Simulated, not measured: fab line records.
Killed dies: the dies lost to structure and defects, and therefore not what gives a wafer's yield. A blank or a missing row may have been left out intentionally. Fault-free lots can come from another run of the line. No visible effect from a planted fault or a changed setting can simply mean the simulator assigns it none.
8D (eight disciplines) problem report, filled in by code || flow nand-harc || the parts of the form that need people (team, actions taken, sign-off) are left out

## 1. PROBLEM STATEMENT
defect-limited-yield at NHARC_END_SORT_01 reads a mean of 0.0 % on 3 wafers of 2 lots; wafers without a fault read 91.3 % with a standard deviation of 2.2. Measured from the usual mean, that is -41 standard deviations.
First observed at day 30 01:12: wafer L459.2, on prober-02. At this step, 18 wafers from 6 lots have a number in the record. Rule for "out" (also "out of limits"): further than 4 standard deviations from the usual mean. The rest of the wafers with a number are treated as sound.

## 2. WHAT THIS IS AND IS NOT
{"question": "which readings at this step", "is": "defect-limited-yield, killed-at-array, killed-dies", "is not": "killed-at-other, killed-at-periphery, killed-open, killed-short"}
{"question": "which lots", "is": "L459, L460", "is not": "L447, L450, L453, L467"}
{"question": "which wafers of those lots", "is": "L459.2, L460.1, L460.4", "is not": "L459.1, L459.4, L460.3"}
{"question": "read on which gauges", "is": "prober-02", "is not": "prober-01"}
{"question": "when", "is": "from day 30 01:12", "is not": "up to then (10 sound wafers); but 5 sound wafers of L459, L460, L467 came after"}

## 3. SUSPECTS, AND WHAT RULES EACH OUT
Counting: any tool at a process step up to the reading remains a suspect provided it ran every lot that is out. Sound lots after the first of them don't rule it out here, since some wafers of a struck lot are sound.
- the gauge at NHARC_END_SORT_01: kept. All the wafers that are out were read on prober-02, and no step on other tools shows them out.
- pecvd-04 at NHARC_A_M0_DEP_00 (deposits SiOC, target thk 150 nm): kept. It ran every lot that is out, first L459 (day 28 05:16); its last sound lot up to then is L453 (day 26 09:00).
- pvd-sputter-02 at NHARC_THIN_TSV_DEGAS_53 (time 60 s): kept. It ran every lot that is out, first L459 (day 29 11:44); its last sound lot up to then is L450 (day 26 08:42).
- rie-diel-11 at NHARC_THIN_TSV_DESCUM_35 (chemistry O2, time 3 s): kept. It ran every lot that is out, first L459 (day 29 12:56); its last sound lot up to then is L447 (day 24 23:49).
- At NHARC_A_M0_DEP_00, inside pecvd-04: chamber 2 took the wafers that are out, while their sound lot-mates went through chambers 0, 1.
Left after counting: pecvd-04 at NHARC_A_M0_DEP_00, pvd-sputter-02 at NHARC_THIN_TSV_DEGAS_53, rie-diel-11 at NHARC_THIN_TSV_DESCUM_35, prober-02 at NHARC_END_SORT_01.

## 4. THE CAUSE (what the simulator had put in)
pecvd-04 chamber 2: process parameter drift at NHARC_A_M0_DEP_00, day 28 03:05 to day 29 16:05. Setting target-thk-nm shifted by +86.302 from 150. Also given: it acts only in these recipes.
Of the 4 suspects that counting leaves, this tool is one.

## 5. THE CHAIN OF EFFECTS, in route order
Each row: a reading where the mean over the struck wafers with a number is more than 3 standard deviations away from the usual. Readings are gone through only where the record gives a usual standard deviation; hours: the median, over the lots, of the time from a lot's start at the first step in this table giving one to that lot's start at this step; sigmas: the change measured in usual standard deviations.
{"hours": 0, "step": "NHARC_END_SORT_01", "reading": "defect-limited-yield", "usual": "91.3 %", "on struck wafers": 0.0, "change": -91.3, "sigmas": -41}
{"hours": 0, "step": "NHARC_END_SORT_01", "reading": "killed-at-array", "usual": 55, "on struck wafers": 671, "change": "+616", "sigmas": "+41"}
{"hours": 0, "step": "NHARC_END_SORT_01", "reading": "killed-dies", "usual": 59, "on struck wafers": 677, "change": "+618", "sigmas": "+41"}

## 6. WHAT WOULD HAVE CAUGHT IT SOONER
In this record the first reading out of limits at a measuring or inspecting step was taken at day 30 01:12, 46 hours after the fault began at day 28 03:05.
All the lots that are out (2) had begun NHARC_A_M0_DEP_00 on pecvd-04 by day 30 01:12. Holding the tool at that point would not have protected any of them.
